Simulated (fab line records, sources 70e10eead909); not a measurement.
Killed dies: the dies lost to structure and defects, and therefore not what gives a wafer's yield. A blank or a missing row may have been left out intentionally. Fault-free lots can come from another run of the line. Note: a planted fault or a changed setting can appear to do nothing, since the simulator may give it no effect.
Chamber matching || flow nand-harc || 4 sister chambers for NHARC_A_CHANNEL_FILL_D2_ALD_16 on ald-hk-02
The step deposits SiO2, target thk 1.5 nm, pulse time 10 s, ald cycles 15. 14 wafers are shown with their chamber, then 7 later ones without.

WAFERS PAIRED WITH THEIR CHAMBERS
{"wafer": "L075.1", "chamber": 1, "heater-power-w (W)": 525, "precursor-pulse-height-rel": 1.012}
{"wafer": "L075.4", "chamber": 3, "heater-power-w (W)": 496, "precursor-pulse-height-rel": 1.004}
{"wafer": "L075.6", "chamber": 2, "heater-power-w (W)": 457, "precursor-pulse-height-rel": 1.023}
{"wafer": "L075.2", "chamber": 2, "heater-power-w (W)": 441, "precursor-pulse-height-rel": 0.992}
{"wafer": "L075.3", "chamber": 0, "heater-power-w (W)": 565, "precursor-pulse-height-rel": 0.998}
{"wafer": "L075.5", "chamber": 1, "heater-power-w (W)": 521, "precursor-pulse-height-rel": 1.027}
{"wafer": "L074.2", "chamber": 1, "heater-power-w (W)": 524, "precursor-pulse-height-rel": 1.017}
{"wafer": "L074.3", "chamber": 0, "heater-power-w (W)": 580, "precursor-pulse-height-rel": 0.990}
{"wafer": "L074.4", "chamber": 3, "heater-power-w (W)": 491, "precursor-pulse-height-rel": 1.001}
{"wafer": "L084.2", "chamber": 2, "heater-power-w (W)": 454, "precursor-pulse-height-rel": 0.994}
{"wafer": "L084.3", "chamber": 1, "heater-power-w (W)": 504, "precursor-pulse-height-rel": 0.989}
{"wafer": "L084.4", "chamber": 0, "heater-power-w (W)": 519, "precursor-pulse-height-rel": 1.024}
{"wafer": "L089.1", "chamber": 0, "heater-power-w (W)": 539, "precursor-pulse-height-rel": 0.988}
{"wafer": "L089.2", "chamber": 1, "heater-power-w (W)": 500, "precursor-pulse-height-rel": 1.013}

SIGNATURES (means of the wafers above)
{"reading": "heater-power-w", "chamber 0": 550.75, "chamber 1": 514.80, "chamber 2": 450.67, "chamber 3": 493.50, "scatter within a chamber": 17.1}
{"reading": "precursor-pulse-height-rel", "chamber 0": 1.00000, "chamber 1": 1.01160, "chamber 2": 1.00300, "chamber 3": 1.00250, "scatter within a chamber": 0.0149}
Rule: a wafer lies at a distance from a chamber equal to the root of the sum of squares, over the readings, of (its reading less the chamber's mean, divided by the reading's scatter). The wafer belongs to the nearest chamber; if the next one is less than 2 further off, it can't be placed. How the scatter is found: for the shown wafers, subtract from each reading the mean of its chamber, square and add these, divide the total by (wafers less chambers), then take the root.

WAFERS WHOSE CHAMBER IS MISSING
{"wafer": "L089.3", "heater-power-w (W)": 518, "precursor-pulse-height-rel": 1.020}
{"wafer": "L093.1", "heater-power-w (W)": 463, "precursor-pulse-height-rel": 1.000}
{"wafer": "L093.3", "heater-power-w (W)": 499, "precursor-pulse-height-rel": 0.975}
{"wafer": "L093.5", "heater-power-w (W)": 523, "precursor-pulse-height-rel": 0.993}
{"wafer": "L095.1", "heater-power-w (W)": 500, "precursor-pulse-height-rel": 1.017}
{"wafer": "L095.3", "heater-power-w (W)": 537, "precursor-pulse-height-rel": 0.996}
{"wafer": "L095.4", "heater-power-w (W)": 454, "precursor-pulse-height-rel": 1.023}

EACH ONE'S CHAMBER
{"wafer": "L089.3", "from the rows above": "can't be placed: 1 or 3 or 0", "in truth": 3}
{"wafer": "L093.1", "from the rows above": "can't be placed: 2 or 3", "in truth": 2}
{"wafer": "L093.3", "from the rows above": "can't be placed: 3 or 1 or 2 or 0", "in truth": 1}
{"wafer": "L093.5", "from the rows above": "can't be placed: 1 or 0 or 3", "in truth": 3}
{"wafer": "L095.1", "from the rows above": "can't be placed: 1 or 3", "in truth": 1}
{"wafer": "L095.3", "from the rows above": "can't be placed: 0 or 1 or 3", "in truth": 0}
{"wafer": "L095.4", "from the rows above": "can't be placed: 2 or 3", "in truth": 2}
Correct placement for 0 of the 7. Unplaceable from these rows: 7, with the true chamber sitting among the candidates in 7. Placed wrongly: 0.
